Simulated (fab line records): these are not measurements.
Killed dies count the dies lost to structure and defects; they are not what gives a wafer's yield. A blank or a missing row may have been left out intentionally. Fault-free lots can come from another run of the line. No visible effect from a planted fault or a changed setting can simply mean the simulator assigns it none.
Matching of chambers	flow nand-harc	NHARC_A_CONTACT_DESCUM_47 on rie-diel-03 has 4 sister chambers
The step chemistry O2, time 3 s. 39 wafers are shown with their chamber, then 12 later ones without.

## WAFERS PAIRED WITH THEIR CHAMBERS
wafer	chamber	showerhead-plenum-p-Torr (Torr)	drypump-motor-current-A (A)	oes-product-au (a.u.)
L074.3	0	1.79	5.8	0.996
L074.5	1	1.85	5.1	0.992
L074.6	0	1.79	5.8	1.005
L075.2	3	2.03	5.2	0.994
L075.4	2	1.82	5.8	1.006
L075.5	1	1.85	5.1	1.016
L077.1	0	1.79	5.9	1.026
L077.4	3	2.03	5.2	0.982
L077.5	0	1.79	5.8	1.012
L079.1	2	1.82	5.8	0.994
L079.3	1	1.85	5.1	1.014
L079.4	0	1.79	5.8	1.009
L080.2	3	2.03	5.2	0.998
L080.3	2	1.82	5.8	0.994
L080.4	1	1.85	5.1	1.014
L081.3	1	1.85	5.1	1.001
L081.5	2	1.82	5.8	0.992
L081.6	1	1.85	5.1	0.999
L083.3	1	1.85	5.1	1.013
L083.4	3	2.03	5.2	1.001
L083.6	2	1.82	5.7	0.999
L084.1	3	2.02	5.3	1.002
L084.2	1	1.84	5.1	1.002
L084.6	2	1.82	5.8	1.002
L085.1	2	1.82	5.8	0.996
L085.4	0	1.78	5.8	1.002
L085.5	1	1.84	5.1	1.001
L086.1	2	1.81	5.8	1.001
L086.3	3	2.02	5.2	0.998
L086.4	0	1.78	5.8	1.019
L089.1	1	1.84	5.1	0.996
L089.3	2	1.81	5.8	0.991
L089.6	0	1.78	5.8	1.010
L088.1	2	1.81	5.8	1.002
L088.5	0	1.78	5.8	1.015
L088.6	1	1.84	5.1	1.008
L092.2	2	1.81	5.8	0.981
L092.3	1	1.84	5.1	1.006
L092.5	0	1.78	5.8	1.013

SIGNATURES (means of the wafers above)
reading	chamber 0	chamber 1	chamber 2	chamber 3	scatter within a chamber
showerhead-plenum-p-Torr	1.7850	1.8458	1.8164	2.0267	0.00515
drypump-motor-current-A	5.810	5.100	5.791	5.217	0.0275
oes-product-au	1.01070	1.00517	0.99618	0.99583	0.00772
Rule: a wafer's distance from a chamber is the root of the sum, over the readings, of the square of ((its reading less the chamber's mean) divided by the reading's scatter). If the next closest chamber is less than 2 further off than the closest, the wafer can't be placed; otherwise it belongs to the closest. How the scatter is found: for the shown wafers, subtract from each reading the mean of its chamber, square and add these, divide the total by (wafers less chambers), then take the root.

## WAFERS MISSING THEIR CHAMBER
wafer	showerhead-plenum-p-Torr (Torr)	drypump-motor-current-A (A)	oes-product-au (a.u.)
L093.2	1.84	5.1	1.016
L093.4	1.78	5.8	1.007
L093.5	1.81	5.8	0.979
L094.2	1.81	5.7	0.963
L094.3	1.84	5.1	1.014
L094.5	1.84	5.1	1.021
L096.1	1.84	5.1	1.017
L096.3	1.78	5.8	1.008
L096.4	1.81	5.8	0.979
L097.1	1.84	5.1	1.023
L097.4	1.78	5.8	1.008
L097.5	1.84	5.1	1.027

## WHICH CHAMBER EACH ONE RAN IN
wafer	from the rows above	in truth
L093.2	1	1
L093.4	0	0
L093.5	2	2
L094.2	2	2
L094.3	1	1
L094.5	1	1
L096.1	1	1
L096.3	0	0
L096.4	2	2
L097.1	1	1
L097.4	0	0
L097.5	1	1
Placed correctly: 12 of 12. Can't be placed from these rows: 0. Wrongly placed: 0.
